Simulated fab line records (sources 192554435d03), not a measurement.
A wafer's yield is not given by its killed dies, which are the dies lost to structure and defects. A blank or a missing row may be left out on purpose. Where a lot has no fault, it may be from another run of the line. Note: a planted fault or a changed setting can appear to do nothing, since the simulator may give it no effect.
One fault seen from 2 desks | flow n5_finfet | each desk holds nothing but its own numbers, with what lay behind them at the end

## FOR THE TOOL OWNER'S DESK: implanter-02
N5_WELL_APT_IMPLANT_14, tool's own readings: per-lot mean of the sampled wafers with a number, covering each lot this tool ran. Marked OUT: a lot whose mean sits more than 4 standard deviations from the usual mean, which makes it out of limits; the brackets give that distance.
Columns: A = dose_ions_cm2 at N5_WELL_APT_IMPLANT_14, usual 1.4995e+13; B = faraday_current_uA at N5_WELL_APT_IMPLANT_14, usual 190
lot  | first seen here | A                    | B
L156 | day 1 14:22     | 1.5002e+13           | 191
L158 | day 2 02:11     | 1.5007e+13           | 186
L163 | day 3 08:13     | 1.4987e+13           | 191
L164 | day 3 14:38     | 1.4998e+13           | 191
L169 | day 4 19:51     | 1.4958e+13           | 192
L170 | day 5 01:53     | 1.3507e+13 (-88) OUT | 172 (-4.2) OUT
L171 | day 5 08:04     | 1.3532e+13 (-86) OUT | 172 (-4.1) OUT
This desk's finding: out of limits on L170, L171; first on L170, day 5 01:53 (dose_ions_cm2 at N5_WELL_APT_IMPLANT_14). In limits: L156, L158, L163, L164, L169.

## FROM THE METROLOGY DESK
Means of the sampled wafers that have a number, per lot and without regard to the tool the lot ran on: this is what the gauges read. Marked OUT: a lot whose mean sits more than 4 standard deviations from the usual mean, which makes it out of limits; the brackets give that distance. Readings shown: 7 out of 11 (the first out of limits, and those lying furthest out on some lot).
Columns: A = DIBL_P at N5_BEOL_M4_RC_MEAS_101, usual 35.6 mV/V; B = IOFF_P at N5_BEOL_M4_RC_MEAS_101, usual 0.20 nA/um; C = ION_N at N5_BEOL_M4_RC_MEAS_101, usual 671 uA/um; D = ION_P at N5_BEOL_M4_RC_MEAS_101, usual 460 uA/um; E = RS_NWELL at N5_BEOL_M4_RC_MEAS_101, usual 1038 ohm/sq; F = SS_N at N5_BEOL_M4_RC_MEAS_101, usual 71.4 mV/dec; G = VT_P at N5_BEOL_M4_RC_MEAS_101, usual -251 mV
lot  | first seen here | A    | B    | C   | D   | E              | F    | G
L156 | day 7 21:37     | 34.2 | 0.15 | 658 | 450 | 1040           | 70.4 | -257
L158 | day 8 12:00     | 37.0 | 0.19 | 672 | 457 | 1039           | 71.7 | -255
L163 | day 9 13:25     | 35.4 | 0.22 | 673 | 467 | 1036           | 71.5 | -248
L164 | day 9 17:02     | 38.5 | 0.23 | 687 | 475 | 1045           | 71.1 | -247
L167 | day 10 20:29    | 34.7 | 0.23 | 662 | 463 | 1034           | 71.3 | -249
L169 | day 11 07:04    | 32.8 | 0.18 | 663 | 458 | 1041           | 71.0 | -251
L170 | day 11 14:14    | 36.4 | 0.20 | 669 | 456 | 1102 (+11) OUT | 71.7 | -251
L171 | day 11 17:20    | 36.5 | 0.19 | 673 | 462 | 1097 (+10) OUT | 71.9 | -252
L179 | day 13 15:45    | 34.4 | 0.18 | 675 | 459 | 1030           | 71.5 | -251
This desk's finding: out of limits on L170, L171; first on L170, day 11 14:14 (RS_NWELL at N5_BEOL_M4_RC_MEAS_101). In limits: L156, L158, L163, L164, L167, L169, L179.

## PUT TOGETHER
The tool owner's desk had the chance to raise an alarm at day 5 01:53 on L170, L171.
At day 11 14:14 the metrology desk could have sounded an alarm, on L170, L171.
Every lot named ran N5_WELL_APT_IMPLANT_14 on implanter-02.

## WHAT HAD BEEN PUT IN BY THE SIMULATOR
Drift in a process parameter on implanter-02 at N5_WELL_APT_IMPLANT_14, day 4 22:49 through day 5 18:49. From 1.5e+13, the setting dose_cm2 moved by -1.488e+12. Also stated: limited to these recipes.
Struck lots among those shown: L170, L171.
Counting hours from when the fault started, the first reading out of limits came at 3 for the tool owner's desk and at 159 for the metrology desk.
